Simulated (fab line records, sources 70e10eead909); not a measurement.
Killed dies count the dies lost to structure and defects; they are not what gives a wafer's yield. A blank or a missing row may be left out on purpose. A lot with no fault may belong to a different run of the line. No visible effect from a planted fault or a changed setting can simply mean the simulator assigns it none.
Struck lot and sound lot, side by side | flow nandHarc | 14 out of 1159 route steps
Sound: these wafers, L841.2, L841.5, L841.6. Struck: wafer L851.5 (L851.3, L851.4, from the same lot, were not struck and are left out); the cause is given at the end.
For every step that has rows: the tool of each side, followed by ch and its chambers, followed by its first start. Under that, the readings that differ: sound wafers | struck wafers | difference of the means | sigmas: that difference in standard deviations of wafers without a fault.
alike: a reading whose means differ by less than 2 such deviations, as well as words and numbers matching on both sides. not compared: withheld readings; readings where some wafer has no value; bounds like >300 that might hide an equal value; numbers whose values overlap and for which the record gives no deviation.
A row with sigmas, a row that says differs or no value, or rows on one side alone: a step with any of these is where the two part. Non-overlapping numbers with no deviation appear without sigmas and do not part them. Lack of a reading on every wafer of one side parts them only where that side has two or more wafers.

NHARC_A_CHANNEL_FILL_D1_ALD_15: deposits SiNx, target thk 2 nm, pulse time 60 s, ald cycles 19.
  sound on aldSinBatch-02 ch 0; struck on aldSinBatch-02 ch 0
  alike: chamberPressureTorr, precursorPulseHeightRel, susceptorTempC
  not compared: aldCycles
NHARC_A_CHANNEL_FILL_D1_ALD_16: deposits SiO2, target thk 1.5 nm, pulse time 10 s, ald cycles 15.
  sound on aldHk-01 ch 0,1,2, day 9 17:50; struck on aldHk-03 ch 3, day 12 11:40
  alike: heaterPowerOuterW, heaterPowerW, precursorPulseHeightRel, susceptorTempC
  not compared: aldCycles
then, 2 steps without rows for these wafers: NHARC_A_CHANNEL_FILL_D1_ANNEAL_17 (time 1800 s); NHARC_A_CHANNEL_FILL_D1_CVD_18 (deposits poly-Si, target thk 3 nm).
NHARC_A_CHANNEL_FILL_D1_ETCHBACK_19: etches the open film in HBr/Cl2, target depth 5 nm, time 1.7 s.
  sound on rieSi-04 ch 1,2, day 10 05:29; struck on rieSi-05 ch 0, day 12 23:14
  alike: drypumpMotorCurrentA, oesProductAu, throttleValvePct
  not compared: rfHoursCounterH
NHARC_A_CHANNEL_FILL_D1_ETCHBACK_20: etches the open film in C4F8/O2/Ar, target depth 27 nm, time 13.5 s.
  sound on rieDiel-10 ch 0,2,3, day 10 05:41; struck on rieDiel-08 ch 0, day 12 23:22
  alike: oesProductAu, rfVppV
  not compared: rfHoursCounterH
then, 5 steps without rows for these wafers: NHARC_A_CHANNEL_FILL_D1_STRIP_28 (strips in O2, time 20 s); NHARC_A_CHANNEL_FILL_D1_PRECLEAN_21 (cleans in dHF, time 30 s); NHARC_A_CHANNEL_FILL_D1_SRD_23; NHARC_A_CHANNEL_FILL_D1_CVD_05 (deposits poly-Si, target thk 5 nm); NHARC_A_CHANNEL_FILL_D1_ANNEAL_22 (time 7200 s).
NHARC_A_CHANNEL_FILL_D1_ALD_25: deposits SiOx, target thk 60 nm, pulse time 10 s, ald cycles 600.
  sound on aldHk-04 ch 2,3, day 10 21:53; struck on aldHk-04 ch 3, day 13 14:28
reading   | sound       | struck | difference | sigmas
aldCycles | 600 600 600 | 485    | -115       | 
  alike: heaterPowerOuterW, heaterPowerW, precursorPulseHeightRel, susceptorTempC
NHARC_A_CHANNEL_FILL_D1_ETCHBACK_08: etches the open film in C4F8, target depth 220 nm, time 110 s.
  sound on rieDiel-08 ch 0,1,2; struck on rieDiel-01 ch 2
  alike: oesProductAu, rfVppV
  not compared: rfHoursCounterH
-- record jumps: 9 days between struck wafers' starts before vs after; left off in module A_CHANNEL_FILL_D1, resumes in module END, first step shown is number 1159 of the route --
NHARC_END_SORT_01:
  sound on prober-01 ch 0, day 19 21:41; struck on prober-02 ch 0, day 22 17:32
reading     | sound | struck | difference | sigmas
killedShort | 3 3 3 | 6      | +3         | +2
  alike: killedAtArray, killedAtOther, killedAtPeriphery, killedDies, killedOpen

== WHERE THEY PART ==
NHARC_END_SORT_01 only, going by this record.

WHY: what had been put in by the simulator
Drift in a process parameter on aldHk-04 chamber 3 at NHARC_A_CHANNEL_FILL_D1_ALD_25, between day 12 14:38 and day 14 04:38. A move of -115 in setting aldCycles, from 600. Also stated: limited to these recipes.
